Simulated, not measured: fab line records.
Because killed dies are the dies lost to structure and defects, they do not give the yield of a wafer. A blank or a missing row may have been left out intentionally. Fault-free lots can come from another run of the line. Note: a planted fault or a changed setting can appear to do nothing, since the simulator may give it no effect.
What tool caused it? :: flow n5Finfet :: 66 wafers sampled from 22 lots at 1 step of a route of 1938

WHAT EACH GAUGE READ, for each wafer
N5_BEOL_M2_OVL_MEAS_12.
lot: L074
measured: day 6 11:14
on: overlay-01
M2_OVL (nm): -0.5 -0.9 -0.5

lot: L075
measured: day 6 22:47
on: overlay-01
M2_OVL (nm): 0.4 1.1 0.3

lot: L077
measured: day 7 06:08
on: overlay-02
M2_OVL (nm): 0.6 0.8 0.3

lot: L076
measured: day 7 06:17
on: overlay-02
M2_OVL (nm): 1.0 0.3 0.4

lot: L078
measured: day 7 11:58
on: overlay-01
M2_OVL (nm): -0.7 0.4 0.2

lot: L079
measured: day 7 18:05
on: overlay-01
M2_OVL (nm): -0.8 0.3 -0.5

lot: L081
measured: day 8 06:18
on: overlay-01
M2_OVL (nm): 0.3 -0.1 -1.0

lot: L080
measured: day 8 06:25
on: overlay-02
M2_OVL (nm): 0.7 -0.1 0.1

lot: L082
measured: day 8 08:32
on: overlay-02
M2_OVL (nm): -0.1 -0.5 0.0

lot: L084
measured: day 9 03:32
on: overlay-01
M2_OVL (nm): 0.4 0.0 0.6

lot: L085
measured: day 9 06:48
on: overlay-02
M2_OVL (nm): 0.1 0.9 1.5

lot: L087
measured: day 10 02:11
on: overlay-01
M2_OVL (nm): -0.3 -0.5 0.6

lot: L088
measured: day 10 03:25
on: overlay-02
M2_OVL (nm): 0.9 0.7 -0.1

lot: L086
measured: day 10 03:40
on: overlay-01
M2_OVL (nm): 0.1 -0.5 -0.8

lot: L089
measured: day 10 08:33
on: overlay-01
M2_OVL (nm): 0.7 -0.1 0.0

lot: L090
measured: day 10 09:23
on: overlay-01
M2_OVL (nm): 0.2 -0.1 -0.3

lot: L091
measured: day 10 18:32
on: overlay-02
M2_OVL (nm): -0.4 0.7 0.1

lot: L092
measured: day 11 01:53
on: overlay-02
M2_OVL (nm): -0.7 -0.4 -0.1

lot: L093
measured: day 11 05:32
on: overlay-01
M2_OVL (nm): -1.1 -0.1 -0.7

lot: L094
measured: day 11 15:25
on: overlay-01
M2_OVL (nm): 0.8 0.3 0.5

lot: L095
measured: day 12 03:10
on: overlay-01
M2_OVL (nm): 0.4 0.2 0.3

lot: L097
measured: day 12 05:53
on: overlay-01
M2_OVL (nm): 0.3 0.2 0.0

TOOL THAT RAN EACH LOT (tool first, then ch and the chambers of the sampled wafers, then the start)
There is no process step in the record ahead of these readings.

WHAT THE TOOLS THEMSELVES READ (means of the sampled wafers that have a number; where no wafer has one, the mark that the record gives instead)
The record holds no such reading with a usual standard deviation.

THE ANSWER, worked out from the rows above alone
Rule: usual is defined by the lots themselves. Put in order of their means at a reading, lots are off if they are a third of the lots or fewer, leave a main group of 4 or more, and stand apart from it by a gap of 3 or more times the standard deviation of the main group's means; of several such gaps the widest counts. Not used: any main group whose means are identical at the precision the tables above print for the reading. A lot without any number at a reading at which 4 lots or more have one is off too. All remaining lots with rows at the step are treated as sound. After the gauges, taken in route order, come the tools' own readings; for these a lot's mean is taken, as printed above. The first step at which some lot is off is used, and at that step the reading that is off furthest; a lot without a number counts as furthest.
Nothing can be told from this: no lot is off at any reading shown.

WHAT HAD BEEN PUT IN BY THE SIMULATOR
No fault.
